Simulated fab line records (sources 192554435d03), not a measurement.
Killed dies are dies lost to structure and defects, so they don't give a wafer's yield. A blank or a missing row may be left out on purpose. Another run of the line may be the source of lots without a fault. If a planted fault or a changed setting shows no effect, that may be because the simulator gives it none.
Split-lot experiment    flow n5 finfet    7 lots, 21 wafers read, on a route of 1938 steps

== ON THE SPLIT ==
At N5_BEOL_M11_ILD_DEP_00 (deposits SiCOH lowk from DEMS/porogen, target thk 308.51 nm, time 58 s), the setting time s was moved away from the recipe's 58 s on 7 of the 21 wafers read, by -13.1% to +11.1%. This setting was run at the recipe's value on the other wafers.

== FROM THE SPLIT ON TO THE READING: in between, the file shows 1 step ==
- N5_BEOL_M11_CURE_71: cures SiCOH lowk, time 240 s

== THE READING ==
M11_ILD_THK (nm), taken at N5_BEOL_M11_THK_MEAS_01. Fault-free wafers of this fab line usually give 268 nm, standard deviation 3.7 nm.

wafer   tool, chamber at the split  time s as run, s  against the recipe  M11_ILD_THK, nm  against lot-mates on the recipe
L074.1  pecvd-04, 2                 58                recipe              268              -
L074.3  pecvd-04, 1                 58                recipe              271              -
L074.4  pecvd-04, 0                 61.84             +6.6%               287              +18
L079.1  pecvd-01, 1                 58                recipe              263              -
L079.2  pecvd-01, 2                 64.46             +11.1%              297              +34
L079.5  pecvd-01, 1                 64.46             +11.1%              302              +39
L084.3  pecvd-04, 0                 58                recipe              261              -
L084.4  pecvd-04, 1                 58                recipe              268              -
L084.6  pecvd-04, 2                 58                recipe              266              -
L088.2  pecvd-04, 2                 50.75             -12.5%              236              -31
L088.5  pecvd-04, 0                 58                recipe              267              -
L088.6  pecvd-04, 1                 50.75             -12.5%              234              -33
L087.2  pecvd-01, 0                 58                recipe              264              -
L087.4  pecvd-01, 0                 58                recipe              272              -
L087.6  pecvd-01, 1                 58                recipe              267              -
L089.1  pecvd-04, 0                 58                recipe              263              -
L089.2  pecvd-04, 2                 63.47             +9.4%               295              +30
L089.6  pecvd-04, 0                 58                recipe              267              -
L091.3  pecvd-04, 1                 50.41             -13.1%              233              -36
L091.4  pecvd-04, 2                 58                recipe              270              -
L091.6  pecvd-04, 0                 58                recipe              267              -

FIT RESULTS
A straight line over all 21 wafers: M11_ILD_THK changes by +2.74 nm for each +1% of time s; r = +0.99; the points scatter about the line by 3 nm.
The same after taking each lot's own level away (the mean of its wafers on the recipe; 21 wafers): +2.86 nm for each +1%; r = +0.99; scatter 2.9 nm.
On that fit, the largest move of time s shifts the reading by 37 nm.
The span of the lots' own levels, 263.0 to 269.5 nm, comes to 1.8 times the standard deviation stated above.
Consequently the slope shifts little with the lot-to-lot level, the two slopes agreeing.
Check: with one of the wafers moved furthest among these (-13.1%) left out of the fit, the line predicts -36.8 nm for it against its lot-mates. It came out at -35.5 nm against them.

== THE WHOLE CHAIN: every reading that the file lists as answering this split, in the file's order ==
step                     what it does                                                            reading                                                                                    change (the file's fit)               r (the file's)
N5_BEOL_M11_ILD_DEP_00   deposits SiCOH lowk from DEMS/porogen, target thk 308.51 nm, time 58 s  SiCOH_lowk_of_BEOL_M11_ILD_DEP_00.thk nm (the simulator's own value, which no gauge read)  +3.23 nm for each +1% of the setting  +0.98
N5_BEOL_M11_CURE_71      cures SiCOH lowk, time 240 s                                            SiCOH_lowk_of_BEOL_M11_ILD_DEP_00.thk nm (the simulator's own value, which no gauge read)  +2.85 nm for each +1% of the setting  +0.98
N5_BEOL_M11_THK_MEAS_01                                                                          M11_ILD_THK                                                                                +2.86 for each +1% of the setting     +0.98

== FILE'S OWN FIT ==
M11_ILD_THK changes by +2.86 nm for each +1% of time s, r = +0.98.
